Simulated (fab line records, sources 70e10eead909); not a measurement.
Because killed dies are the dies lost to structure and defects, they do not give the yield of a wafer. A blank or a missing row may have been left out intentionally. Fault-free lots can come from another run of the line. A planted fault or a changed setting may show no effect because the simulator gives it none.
A struck lot beside a sound one / flow nand harc / 15 steps out of a route of 1159
Sound: these wafers, L457.2, L457.3, L457.5. Struck: wafer L474.5. (L474.1, L474.4 of the same lot were not struck and are left out.) The cause comes at the end.
For every step that has rows: the tool of each side, followed by ch and its chambers, followed by its first start. Under that, the readings that differ: sound wafers / struck wafers / difference of the means / sigmas: that difference in standard deviations of wafers without a fault.
alike: words and numbers the same on both sides, and readings whose means are apart by under 2 such deviations; not compared: readings that were withheld, readings missing a value for some wafer, numbers with overlapping values and no deviation given by the record, and bounds like >300 which may hide the same value.
A row with sigmas, a row that says differs or no value, or rows on one side alone: a step with any of these is where the two part. Numbers that don't overlap but have no deviation are shown without sigmas and don't part them. A reading that every wafer of one side lacks parts them only if that side has two wafers or more.

first, 1 step without rows for these wafers: NHARC_A_ONON_D1_DEP_06 (target thk 1000 nm).
NHARC_A_ONON_D1_THK_MEAS_08: measures by ellipsometry.
  sound on film metro-02 at day 8 01:19; struck on film metro-02 at day 12 07:19
  alike: thk nm
then, no rows for these wafers at 1 step: NHARC_A_ONON_D1_DEP_09 (target thk 1000 nm).
NHARC_A_ONON_D1_THK_MEAS_11: measures by ellipsometry.
  sound on film metro-01 at day 8 01:53; struck on film metro-02 at day 12 07:53
  alike: thk nm
then, no rows for these wafers at 1 step: NHARC_A_ONON_D1_DEP_12 (target thk 1000 nm).
NHARC_A_ONON_D1_THK_MEAS_14: measures by ellipsometry.
  sound on film metro-02 at day 8 02:28; struck on film metro-01 at day 12 08:27
  alike: thk nm
then, 2 steps without rows for these wafers: NHARC_A_ONON_D1_ANNEAL_15 (time 3600 s); NHARC_A_ONON_D1_DEP_16 (target thk 1000 nm).
NHARC_A_ONON_D1_THK_MEAS_18: measures by ellipsometry.
  sound on film metro-02 at day 8 10:19; struck on film metro-02 at day 12 16:29
  alike: thk nm
then, no rows for these wafers at 1 step: NHARC_A_ONON_D1_DEP_19 (target thk 1000 nm).
NHARC_A_ONON_D1_THK_MEAS_21: measures by ellipsometry.
  sound on film metro-01 at day 8 10:53; struck on film metro-01 at day 12 17:03
  alike: thk nm
NHARC_A_ONON_D1_DEP_22: target thk 1000 nm.
  sound on pecvd onon-04 ch 0, day 8 11:00; struck on pecvd onon-03 ch 0, day 12 17:07
NHARC_A_ONON_D1_THK_MEAS_24: measures by ellipsometry.
  sound on film metro-02 at day 8 11:27; struck on film metro-01 at day 12 17:37
reading=thk nm (nm); sound=992 994 993; struck=1279; difference=+286; sigmas=+37
then, no rows for these wafers at 1 step: NHARC_A_ONON_D1_DEP_25 (target thk 1000 nm).
-- break in the record here, with 12 days between the starts of the struck wafers on either side (left off in module A_ONON_D1, picked up again in module END, where the first step shown is number 1159 on the route) --
NHARC_END_SORT_01:
  the record has rows for the struck wafers here (prober-02 ch 0, day 24 09:27) and none for the sound ones

== WHERE THEY PART ==
Last at NHARC_END_SORT_01 as far as this record goes, first at NHARC_A_ONON_D1_THK_MEAS_24.

WHY: what had been put in by the simulator
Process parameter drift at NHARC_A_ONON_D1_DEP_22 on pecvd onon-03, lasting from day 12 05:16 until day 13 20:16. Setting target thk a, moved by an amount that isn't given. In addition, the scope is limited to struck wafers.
